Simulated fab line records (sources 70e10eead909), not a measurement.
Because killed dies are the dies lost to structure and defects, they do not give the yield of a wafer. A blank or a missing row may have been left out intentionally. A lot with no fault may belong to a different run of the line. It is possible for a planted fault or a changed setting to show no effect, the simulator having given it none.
Check for tools in common / flow nand_harc / 42 wafers sampled across 14 lots

== THE REASON FOR OPENING IT ==
At NHARC_P_M0_CD_MEAS_09 the reading cd_nm is flagged on 2 of 14 lots. Fault-free wafers read 89.8 nm, with a standard deviation of 0.44.
Rule: a lot is flagged in two cases, either no wafer of it has a number, or all its wafers with numbers fall more than 4 standard deviations from that mean. As for the other lots, they are considered sound.

lot=L779; measured=day 6 05:38; on=cd_sem-03; cd_nm (nm), wafer by wafer=90.0 90.6 90.9; flag=
lot=L780; measured=day 6 09:07; on=cd_sem-02; cd_nm (nm), wafer by wafer=89.6 88.8 90.2; flag=
lot=L782; measured=day 7 10:40; on=cd_sem-01; cd_nm (nm), wafer by wafer=89.6 89.5 89.8; flag=
lot=L783; measured=day 7 11:47; on=cd_sem-03; cd_nm (nm), wafer by wafer=89.2 89.2 89.4; flag=
lot=L784; measured=day 8 01:25; on=cd_sem-02; cd_nm (nm), wafer by wafer=89.7 90.5 89.5; flag=
lot=L786; measured=day 9 10:50; on=cd_sem-01; cd_nm (nm), wafer by wafer=89.2 89.1 89.6; flag=
lot=L787; measured=day 9 19:55; on=cd_sem-02; cd_nm (nm), wafer by wafer=90.0 89.7 89.7; flag=
lot=L788; measured=day 9 21:16; on=cd_sem-02; cd_nm (nm), wafer by wafer=90.1 89.4 89.8; flag=
lot=L790; measured=day 10 23:51; on=cd_sem-03; cd_nm (nm), wafer by wafer=90.5 90.0 90.3; flag=
lot=L795; measured=day 12 22:58; on=cd_sem-02; cd_nm (nm), wafer by wafer=60.7 61.0 60.2; flag=FLAGGED
lot=L796; measured=day 13 00:31; on=cd_sem-01; cd_nm (nm), wafer by wafer=67.0 67.2 67.2; flag=FLAGGED
lot=L799; measured=day 14 12:40; on=cd_sem-01; cd_nm (nm), wafer by wafer=90.0 90.2 90.0; flag=
lot=L800; measured=day 14 16:11; on=cd_sem-01; cd_nm (nm), wafer by wafer=89.3 89.3 89.8; flag=
lot=L802; measured=day 15 14:54; on=cd_sem-02; cd_nm (nm), wafer by wafer=89.9 89.9 89.5; flag=
On average the flagged lots' numbers are 63.9 nm, which is -25.9 nm against the usual, or -59 standard deviations.

== WHICH TOOL EACH LOT WENT THROUGH ==
3 process steps preceding the reading are held in the record, out of 1302 steps in the route. In each cell: the tool, then ch and the chambers that the sampled wafers went through, then the start.
lot=L779; flag=; NHARC_P_CONTACT_ETCH_36=rie_diel-04 ch 0,2, day 6 05:29 or earlier; NHARC_P_CONTACT_CVD_23=cvd_w-02 ch 0,1, day 6 05:29 or earlier; NHARC_P_M0_EXPOSE_06=arfi_scanner-02 ch 0, day 6 05:29
lot=L780; flag=; NHARC_P_CONTACT_ETCH_36=rie_diel-04 ch 0,2,3, day 6 08:59 or earlier; NHARC_P_CONTACT_CVD_23=cvd_w-02 ch 0,1, day 6 08:59 or earlier; NHARC_P_M0_EXPOSE_06=arfi_scanner-01 ch 0, day 6 08:59
lot=L782; flag=; NHARC_P_CONTACT_ETCH_36=rie_diel-05 ch 0,3, day 7 10:31 or earlier; NHARC_P_CONTACT_CVD_23=cvd_w-02 ch 0,1, day 7 10:31 or earlier; NHARC_P_M0_EXPOSE_06=arfi_scanner-01 ch 0, day 7 10:31
lot=L783; flag=; NHARC_P_CONTACT_ETCH_36=rie_diel-07 ch 0,1,2, day 7 11:38 or earlier; NHARC_P_CONTACT_CVD_23=cvd_w-02 ch 0,1, day 7 11:38 or earlier; NHARC_P_M0_EXPOSE_06=arfi_scanner-02 ch 0, day 7 11:38
lot=L784; flag=; NHARC_P_CONTACT_ETCH_36=rie_diel-04 ch 1,2,3, day 8 01:17 or earlier; NHARC_P_CONTACT_CVD_23=cvd_w-02 ch 0,1, day 8 01:17 or earlier; NHARC_P_M0_EXPOSE_06=arfi_scanner-03 ch 0, day 8 01:17
lot=L786; flag=; NHARC_P_CONTACT_ETCH_36=rie_diel-05 ch 0,1,2, day 9 10:42 or earlier; NHARC_P_CONTACT_CVD_23=cvd_w-01 ch 0,1, day 9 10:42 or earlier; NHARC_P_M0_EXPOSE_06=arfi_scanner-02 ch 0, day 9 10:42
lot=L787; flag=; NHARC_P_CONTACT_ETCH_36=rie_diel-05 ch 1,3, day 9 19:47 or earlier; NHARC_P_CONTACT_CVD_23=cvd_w-01 ch 0,1, day 9 19:47 or earlier; NHARC_P_M0_EXPOSE_06=arfi_scanner-01 ch 0, day 9 19:47
lot=L788; flag=; NHARC_P_CONTACT_ETCH_36=rie_diel-04 ch 0,1,3, day 9 21:08 or earlier; NHARC_P_CONTACT_CVD_23=cvd_w-02 ch 0,1, day 9 21:08 or earlier; NHARC_P_M0_EXPOSE_06=arfi_scanner-01 ch 0, day 9 21:08
lot=L790; flag=; NHARC_P_CONTACT_ETCH_36=rie_diel-07 ch 0,2,3, day 10 23:43 or earlier; NHARC_P_CONTACT_CVD_23=cvd_w-02 ch 0,1, day 10 23:43 or earlier; NHARC_P_M0_EXPOSE_06=arfi_scanner-03 ch 0, day 10 23:43
lot=L795; flag=FLAGGED; NHARC_P_CONTACT_ETCH_36=rie_diel-04 ch 2,3, day 12 22:50 or earlier; NHARC_P_CONTACT_CVD_23=cvd_w-01 ch 0,1, day 12 22:50 or earlier; NHARC_P_M0_EXPOSE_06=arfi_scanner-02 ch 0, day 12 22:50
lot=L796; flag=FLAGGED; NHARC_P_CONTACT_ETCH_36=rie_diel-07 ch 0,3, day 13 00:22 or earlier; NHARC_P_CONTACT_CVD_23=cvd_w-02 ch 0,1, day 13 00:22 or earlier; NHARC_P_M0_EXPOSE_06=arfi_scanner-02 ch 0, day 13 00:22
lot=L799; flag=; NHARC_P_CONTACT_ETCH_36=rie_diel-07 ch 1,2, day 14 12:32 or earlier; NHARC_P_CONTACT_CVD_23=cvd_w-02 ch 0,1, day 14 12:32 or earlier; NHARC_P_M0_EXPOSE_06=arfi_scanner-03 ch 0, day 14 12:32
lot=L800; flag=; NHARC_P_CONTACT_ETCH_36=rie_diel-07 ch 0,2,3, day 14 16:03 or earlier; NHARC_P_CONTACT_CVD_23=cvd_w-01 ch 0,1, day 14 16:03 or earlier; NHARC_P_M0_EXPOSE_06=arfi_scanner-03 ch 0, day 14 16:03
lot=L802; flag=; NHARC_P_CONTACT_ETCH_36=rie_diel-05 ch 0,3, day 15 14:46 or earlier; NHARC_P_CONTACT_CVD_23=cvd_w-01 ch 0,1, day 15 14:46 or earlier; NHARC_P_M0_EXPOSE_06=arfi_scanner-03 ch 0, day 15 14:46
What the steps here do:
- NHARC_P_CONTACT_ETCH_36: etches the open film in N2/H2, target depth 260 nm, time 406.25 s.
- NHARC_P_CONTACT_CVD_23: deposits W, target thk 200 nm, time 557 s.
- NHARC_P_M0_EXPOSE_06: exposes mask P M0, target cd 90 nm.
- NHARC_P_M0_CD_MEAS_09: target cd 90 nm.

== FLAGGED OVER TOTAL, TOOL BY TOOL (the gauges that took the reading come last) ==
step=NHARC_P_CONTACT_ETCH_36; tool=rie_diel-04; lots run=5; flagged=1; share of the flagged lots=some; sound lots run after its first flagged lot=0
step=NHARC_P_CONTACT_ETCH_36; tool=rie_diel-05; lots run=4; flagged=0; share of the flagged lots=none; sound lots run after its first flagged lot=-
step=NHARC_P_CONTACT_ETCH_36; tool=rie_diel-07; lots run=5; flagged=1; share of the flagged lots=some; sound lots run after its first flagged lot=2 (L799,L800)
step=NHARC_P_CONTACT_CVD_23; tool=cvd_w-01; lots run=5; flagged=1; share of the flagged lots=some; sound lots run after its first flagged lot=2 (L800,L802)
step=NHARC_P_CONTACT_CVD_23; tool=cvd_w-02; lots run=9; flagged=1; share of the flagged lots=some; sound lots run after its first flagged lot=1 (L799)
step=NHARC_P_M0_EXPOSE_06; tool=arfi_scanner-01; lots run=4; flagged=0; share of the flagged lots=none; sound lots run after its first flagged lot=-
step=NHARC_P_M0_EXPOSE_06; tool=arfi_scanner-02; lots run=5; flagged=2; share of the flagged lots=all; sound lots run after its first flagged lot=0
step=NHARC_P_M0_EXPOSE_06; tool=arfi_scanner-03; lots run=5; flagged=0; share of the flagged lots=none; sound lots run after its first flagged lot=-
step=NHARC_P_M0_CD_MEAS_09; tool=cd_sem-01; lots run=5; flagged=1; share of the flagged lots=some; sound lots run after its first flagged lot=2 (L799,L800)
step=NHARC_P_M0_CD_MEAS_09; tool=cd_sem-02; lots run=6; flagged=1; share of the flagged lots=some; sound lots run after its first flagged lot=1 (L802)
step=NHARC_P_M0_CD_MEAS_09; tool=cd_sem-03; lots run=3; flagged=0; share of the flagged lots=none; sound lots run after its first flagged lot=-
NHARC_P_CONTACT_ETCH_36 gives no start for some lots, so the hours and the order of its lots are those of NHARC_P_M0_EXPOSE_06. NHARC_P_CONTACT_CVD_23 gives no start for some lots, so the hours and the order of its lots are those of NHARC_P_M0_EXPOSE_06.

== THE TABLE: WHAT IT ALLOWS ==
All flagged lots share 1 row of the table, namely arfi_scanner-02 at NHARC_P_M0_EXPOSE_06.
- arfi_scanner-02 at NHARC_P_M0_EXPOSE_06: 2 of its 5 lots flagged. A fault beginning between L786 (day 9 10:42), its last sound lot, and L795 (day 12 22:50), its first flagged one, fits the data. Its own readings (exposure_dose_mJ_cm2) fall more than 4 standard deviations out on all wafers of the flagged lots.
arfi_scanner-02 at NHARC_P_M0_EXPOSE_06 is the single tool remaining.

== WHAT THE SIMULATOR PUT IN ==
Process parameter drift: arfi_scanner-02, from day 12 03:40 on, at NHARC_P_M0_EXPOSE_06. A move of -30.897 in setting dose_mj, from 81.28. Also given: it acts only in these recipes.
Lots struck among those shown: L795, L796. The rule given above showed the same thing.
